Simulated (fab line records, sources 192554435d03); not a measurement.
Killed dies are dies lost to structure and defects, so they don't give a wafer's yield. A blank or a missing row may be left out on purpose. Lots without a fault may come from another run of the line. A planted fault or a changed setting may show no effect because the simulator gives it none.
Which tool did it? | flow n5_finfet | 10 lots, 26 wafers sampled, at 6 steps of a route of 1938

WHAT THE GAUGES READ, wafer by wafer
N5_MOL_CONTACT_COAG_OVL_MEAS_41.
lot  | measured     | on         | VD_OVL (nm)
L998 | day 7 07:59  | overlay-01 | 1.0 0.8 1.3
L101 | day 8 06:45  | overlay-02 | 1.1 1.0 0.8
L102 | day 8 09:02  | overlay-01 | 0.8 0.5 -0.7
L103 | day 8 12:39  | overlay-01 | -1.0 -1.1 -1.1
L104 | day 8 15:49  | overlay-01 | 1.0 0.3
L106 | day 9 05:29  | overlay-01 | -0.5 0.0
L107 | day 9 08:32  | overlay-02 | 1.5 1.6
L108 | day 9 16:55  | overlay-01 | -0.1 1.0 -0.6
L109 | day 9 21:05  | overlay-01 | -0.7 0.1
L113 | day 11 01:53 | overlay-01 | -1.4 0.3 -0.5

N5_MOL_CONTACT_COAG_INSPECT_42: inspects for defects (brightfield).
lot  | measured     | on                | raw_defect_count
L998 | day 7 08:03  | defect_inspect-01 | 239 171 156
L101 | day 8 06:49  | defect_inspect-01 | 622 574 636
L102 | day 8 09:05  | defect_inspect-01 | 534 561 573
L103 | day 8 12:43  | defect_inspect-02 | 630 530 525
L104 | day 8 15:52  | defect_inspect-01 | 161 136
L106 | day 9 05:32  | defect_inspect-02 | 129 116
L107 | day 9 08:35  | defect_inspect-02 | 270 223
L108 | day 9 16:58  | defect_inspect-02 | 163 121 226
L109 | day 9 21:08  | defect_inspect-02 | 161 227
L113 | day 11 01:56 | defect_inspect-02 | 184 177 158

N5_BEOL_M4_RC_MEAS_101.
lot  | measured     | on        | DIBL_N (mV/V)  | DIBL_P (mV/V)  | IOFF_N (nA/um) | IOFF_P (nA/um) | ION_N (uA/um) | ION_P (uA/um) | SS_N (mV/dec)  | SS_P (mV/dec)  | VT_N (mV)   | VT_P (mV)
L998 | day 13 18:59 | prober-02 | 38.7 36.7 37.4 | 39.1 36.1 39.1 | 0.19 0.15 0.18 | 0.25 0.18 0.25 | 679 680 695   | 459 458 471   | 72.9 72.5 72.8 | 74.1 73.9 74.3 | 248 250 251 | -251 -256 -250
L101 | day 14 05:20 | prober-01 | 39.3 39.9 41.5 | 39.7 40.9 41.8 | 0.19 0.22 0.27 | 0.27 0.27 0.30 | 701 709 715   | 477 470 484   | 71.6 72.0 72.1 | 73.5 74.2 74.2 | 246 244 242 | -249 -249 -245
L102 | day 14 15:04 | prober-02 | 40.5 34.8 39.7 | 39.8 32.8 38.2 | 0.25 0.13 0.21 | 0.26 0.16 0.23 | 689 669 681   | 464 452 462   | 72.8 70.7 72.7 | 74.4 72.4 73.4 | 242 250 246 | -247 -253 -252
L103 | day 15 17:26 | prober-01 | 34.6 36.4 39.1 | 35.0 37.2 40.1 | 0.14 0.16 0.21 | 0.19 0.22 0.27 | 668 673 685   | 461 461 458   | 70.6 71.1 72.7 | 73.0 73.6 73.4 | 249 251 247 | -250 -251 -248
L104 | day 15 14:21 | prober-01 | 35.0 41.1      | 35.0 41.9      | 0.15 0.26      | 0.20 0.31      | 691 679       | 476 465       | 70.9 72.4      | 72.8 74.6      | 248 243     | -250 -243
L106 | day 15 22:14 | prober-02 | 37.4 36.1      | 38.8 37.4      | 0.16 0.15      | 0.23 0.20      | 663 674       | 454 456       | 71.4 71.9      | 74.0 73.9      | 254 252     | -251 -252
L107 | day 15 12:55 | prober-02 | 37.3 38.1      | 36.6 37.9      | 0.16 0.19      | 0.23 0.25      | 680 676       | 463 459       | 72.0 72.4      | 74.3 73.7      | 252 249     | -250 -246
L108 | day 16 00:22 | prober-01 | 38.0 37.0 39.6 | 36.7 35.4 38.5 | 0.18 0.16 0.20 | 0.22 0.20 0.24 | 665 677 681   | 457 462 463   | 71.2 71.2 72.0 | 73.7 73.1 74.4 | 248 248 246 | -250 -249 -251
L109 | day 16 18:10 | prober-01 | 38.2 33.5      | 38.9 32.8      | 0.19 0.11      | 0.24 0.16      | 685 674       | 466 461       | 71.8 70.6      | 73.5 72.8      | 246 254     | -248 -255
L113 | day 17 18:26 | prober-02 | 36.5 33.3 36.9 | 36.5 31.9 37.3 | 0.16 0.12 0.19 | 0.26 0.17 0.26 | 662 680 686   | 460 463 475   | 71.5 70.8 72.2 | 73.6 73.0 74.0 | 250 248 248 | -245 -251 -246

WHICH TOOL RAN EACH LOT (tool, then ch and the chambers of the sampled wafers, then the start)
lot  | N5_MOL_CONTACT_COAG_ETCHBACK_132  | N5_MOL_CONTACT_COAG_ETCH_91       | N5_MOL_CONTACT_COAG_STRIP_119
L998 | rie_diel-01 ch 0,1,2, day 7 07:09 | rie_diel-01 ch 0,1,2, day 7 07:11 | plasma_asher-02 ch 0,1, day 7 07:30
L101 | rie_diel-01 ch 1,3, day 8 05:55   | rie_diel-01 ch 1,3, day 8 05:56   | plasma_asher-01 ch 0,1, day 8 06:15
L102 | rie_diel-01 ch 2,3, day 8 08:10   | rie_diel-01 ch 2,3, day 8 08:13   | plasma_asher-02 ch 0,1, day 8 08:32
L103 | rie_diel-01 ch 0,1, day 8 11:41   | rie_diel-01 ch 0,1, day 8 11:43   | plasma_asher-01 ch 0,1, day 8 12:02
L104 | rie_diel-05 ch 0,1, day 8 14:51   | rie_diel-05 ch 0,1, day 8 14:54   | plasma_asher-01 ch 0,1, day 8 15:13
L106 | rie_diel-04 ch 0,1, day 9 04:38   | rie_diel-04 ch 0,1, day 9 04:40   | plasma_asher-01 ch 0,1, day 9 04:59
L107 | rie_diel-04 ch 1,2, day 9 07:42   | rie_diel-04 ch 1,2, day 9 07:46   | plasma_asher-02 ch 0, day 9 08:03
L108 | rie_diel-04 ch 2, day 9 15:26     | rie_diel-04 ch 2, day 9 15:34     | plasma_asher-02 ch 0,1, day 9 16:25
L109 | rie_diel-05 ch 0,2, day 9 20:14   | rie_diel-05 ch 0,2, day 9 20:16   | plasma_asher-02 ch 1, day 9 20:35
L113 | rie_diel-05 ch 2,3, day 11 00:55  | rie_diel-05 ch 2,3, day 11 00:56  | plasma_asher-01 ch 1, day 11 01:15
- N5_MOL_CONTACT_COAG_ETCHBACK_132: etches SiO2 in CHF3, target depth 10 nm, time 6.7 s.
- N5_MOL_CONTACT_COAG_ETCH_91: etches SOC in N2/H2, target depth 60 nm, overetch 21 nm, time 101.2 s.
- N5_MOL_CONTACT_COAG_STRIP_119: strips in N2/H2, time 30 s.

WHAT THE TOOLS THEMSELVES READ (means of the sampled wafers that have a number; where no wafer has one, the mark that the record gives instead)
N5_MOL_CONTACT_COAG_ETCHBACK_132.
lot  | tool        | drypump_motor_current_A (A) | oes_product_au (a.u.) | rf_vpp_V (V) | showerhead_plenum_p_Torr (Torr) | throttle_valve_pct (%)
L998 | rie_diel-01 | 5.9                         | 0.75                  | 528          | 2.42                            | 18.72
L101 | rie_diel-01 | 6.1                         | 0.70                  | 532          | 2.34                            | 18.75
L102 | rie_diel-01 | 5.8                         | 0.73                  | 535          | 2.38                            | 18.56
L103 | rie_diel-01 | 6.0                         | 0.73                  | 527          | 2.40                            | 18.84
L104 | rie_diel-05 | 6.0                         | 0.87                  | 532          | 2.51                            | 18.55
L106 | rie_diel-04 | 5.7                         | 0.78                  | 501          | 2.38                            | 18.88
L107 | rie_diel-04 | 6.0                         | 0.84                  | 530          | 2.42                            | 18.69
L108 | rie_diel-04 | 5.7                         | 0.80                  | 552          | 2.39                            | 18.54
L109 | rie_diel-05 | 5.8                         | 0.83                  | 516          | 2.46                            | 18.42
L113 | rie_diel-05 | 6.4                         | 0.85                  | 523          | 2.48                            | 18.57

N5_MOL_CONTACT_COAG_ETCH_91.
lot  | tool        | drypump_motor_current_A (A) | oes_product_au (a.u.) | rf_vpp_V (V) | showerhead_plenum_p_Torr (Torr) | temp_c (C) | throttle_valve_pct (%)
L998 | rie_diel-01 | 5.9                         | 0.64                  | 524.5        | 2.59                            | 39.99      | 17.91
L101 | rie_diel-01 | 6.1                         | 0.59                  | 523.1        | 2.51                            | 40.03      | 17.93
L102 | rie_diel-01 | 5.8                         | 0.62                  | 523.4        | 2.54                            | 40.01      | 17.65
L103 | rie_diel-01 | 6.1                         | 0.61                  | 523.6        | 2.57                            | 39.99      | 18.07
L104 | rie_diel-05 | 6.0                         | 0.73                  | 528.1        | 2.70                            | 39.88      | 17.66
L106 | rie_diel-04 | 5.7                         | 0.66                  | 524.8        | 2.56                            | 39.89      | 18.12
L107 | rie_diel-04 | 6.0                         | 0.70                  | 525.0        | 2.58                            | 40.04      | 17.85
L108 | rie_diel-04 | 5.7                         | 0.66                  | 523.9        | 2.54                            | 39.92      | 17.64
L109 | rie_diel-05 | 5.8                         | 0.70                  | 525.4        | 2.62                            | 39.89      | 17.51
L113 | rie_diel-05 | 6.4                         | 0.71                  | 527.1        | 2.65                            | 40.00      | 17.54

N5_MOL_CONTACT_COAG_STRIP_119.
lot  | tool            | drypump_motor_current_A (A) | heater_power_w (W) | temp_c (C)
L998 | plasma_asher-02 | 6.19                        | 308                | 250.07
L101 | plasma_asher-01 | 6.07                        | 315                | 250.00
L102 | plasma_asher-02 | 5.98                        | 299                | 249.97
L103 | plasma_asher-01 | 5.89                        | 322                | 249.87
L104 | plasma_asher-01 | 5.97                        | 314                | 249.91
L106 | plasma_asher-01 | 6.00                        | 318                | 249.79
L107 | plasma_asher-02 | 5.75                        | 296                | 250.14
L108 | plasma_asher-02 | 6.19                        | 308                | 250.16
L109 | plasma_asher-02 | 6.44                        | 316                | 250.31
L113 | plasma_asher-01 | 5.73                        | 330                | 250.08

THE ANSWER, worked out from the rows above alone
Rule: what is usual is taken from the lots themselves. Put in order of their means at a reading, lots are off if they are a third of the lots or fewer, leave a main group of 4 or more, and stand apart from it by a gap of 3 or more times the standard deviation of the main group's means; of several such gaps the widest counts. A main group whose means are all the same, to the digits that the tables above print for the reading, isn't used. A lot without any number at a reading at which 4 lots or more have one is off too. The other lots that the step has rows for count as sound. The gauges are gone through in route order, then the tools' own readings, and for those a lot's mean is taken as printed above. The first step at which some lot is off is used, and at that step the reading that is off furthest; a lot without a number counts as furthest.
Off: L101, L102, L103, at N5_MOL_CONTACT_COAG_INSPECT_42 (raw_defect_count). The main group: mean 178, standard deviation 36.
A tool fits if, at a process step before that reading, it ran every lot that is off, and no sound lot after the first of them. The gauges at N5_MOL_CONTACT_COAG_INSPECT_42 are tried like those tools. One fits: rie_diel-01 at N5_MOL_CONTACT_COAG_ETCHBACK_132 and N5_MOL_CONTACT_COAG_ETCH_91. At N5_MOL_CONTACT_COAG_ETCHBACK_132 its last sound lot is L998 (day 7 07:09), its first lot that is off L101 (day 8 05:55): a fault that began between those two fits.

WHAT THE SIMULATOR HAD PUT IN
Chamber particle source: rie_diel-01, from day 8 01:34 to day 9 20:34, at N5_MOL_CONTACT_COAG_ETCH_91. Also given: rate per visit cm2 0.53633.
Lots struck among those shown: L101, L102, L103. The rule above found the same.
